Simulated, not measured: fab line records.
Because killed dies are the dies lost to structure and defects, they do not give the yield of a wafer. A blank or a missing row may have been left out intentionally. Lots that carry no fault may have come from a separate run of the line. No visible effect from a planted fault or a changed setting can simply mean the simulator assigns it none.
3 desks, one fault -- flow n5-finfet -- each desk has only its own numbers; what lay behind them comes last

== FROM THE METROLOGY DESK ==
Means of the sampled wafers that have a number, per lot and without regard to the tool the lot ran on: this is what the gauges read. A lot is out of limits, marked OUT, if its mean lies more than 4 standard deviations from the usual mean; the brackets give that distance.
Columns: A = M6_ILD_THK at N5_BEOL_M6_THK_MEAS_01, usual 155.6 nm
lot,first seen here,A
L130,day 8 09:08,154.7
L131,day 8 10:23,158.9
L134,day 9 12:42,156.2
L136,day 9 17:11,155.5
L139,day 10 18:52,144.9 (-6.0) OUT
L140,day 11 04:02,118.8 (-20) OUT
L147,day 12 22:08,155.0
L149,day 13 07:26,157.4
L150,day 13 11:13,154.0
L152,day 14 01:30,154.9
L153,day 14 04:23,155.3
This desk's result: L139, L140 out of limits, first on L139 (M6_ILD_THK at N5_BEOL_M6_THK_MEAS_01), day 10 18:52. L130, L131, L134, L136, L147, L149, L150, L152, L153: within limits.

== DESK OF THE TOOL OWNER: pecvd-03 ==
The tool's own readings at N5_BEOL_M6_ILD_DEP_00 (deposits SiCOH lowk from DEMS/porogen, target thk 179.75 nm, time 33.4 s): means of the sampled wafers that have a number, for each lot that ran on this tool. A lot is out of limits, marked OUT, if its mean lies more than 4 standard deviations from the usual mean; the brackets give that distance.
Columns: A = chamber-pressure-Torr at N5_BEOL_M6_ILD_DEP_00, usual 4.999 Torr; B = heater-power-w at N5_BEOL_M6_ILD_DEP_00, usual 315 W; C = showerhead-plenum-p-Torr at N5_BEOL_M6_ILD_DEP_00, usual 5.733 Torr; D = throttle-valve-pct at N5_BEOL_M6_ILD_DEP_00, usual 13.6 %
lot,first seen here,A,B,C,D
L131,day 8 09:48,5.001,322,5.727,13.2
L136,day 9 16:36,5.001,361,5.732,13.0
L139,day 10 18:17,5.003,356,5.725,13.4
L140,day 11 03:28,5.011,292,5.740,13.8
Result from this desk: across the 4 lots, nothing is out of limits.

== THE DEFECT DESK ==
What the inspections along the route counted, lot by lot: means of the sampled wafers that have a number. A lot is out of limits, marked OUT, if its mean lies more than 4 standard deviations from the usual mean; the brackets give that distance.
Columns: A = raw-defect-count at N5_BEOL_M5_INSPECT_58, usual 74
lot,first seen here,A
L130,day 8 08:31,67
L131,day 8 09:46,75
L134,day 9 12:05,89
L136,day 9 16:34,66
L139,day 10 18:13,73
L140,day 11 03:25,92
L147,day 12 21:32,58
L149,day 13 06:49,113
L150,day 13 10:36,79
L152,day 14 00:53,103
L153,day 14 03:47,79
Result from this desk: across the 11 lots, nothing is out of limits.

== ALL TOGETHER ==
L139, L140 would have let the metrology desk raise an alarm at day 10 18:52.
The desk of the tool owner found nothing out of limits.
Nothing out of limits was seen by the defect desk.
On record at the tool owner's desk: L139, L140, within its limits.
The defect desk has L139, L140 on record, within its limits.
N5_BEOL_M6_ILD_DEP_00 was run on pecvd-03 by each of the lots named.

== WHAT WAS PUT IN BY THE SIMULATOR ==
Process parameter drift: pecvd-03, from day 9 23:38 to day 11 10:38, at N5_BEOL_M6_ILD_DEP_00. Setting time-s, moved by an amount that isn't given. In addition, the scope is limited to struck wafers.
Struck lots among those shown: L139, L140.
Delay in hours, fault start to first out-of-limits reading, per desk: metrology desk 19.
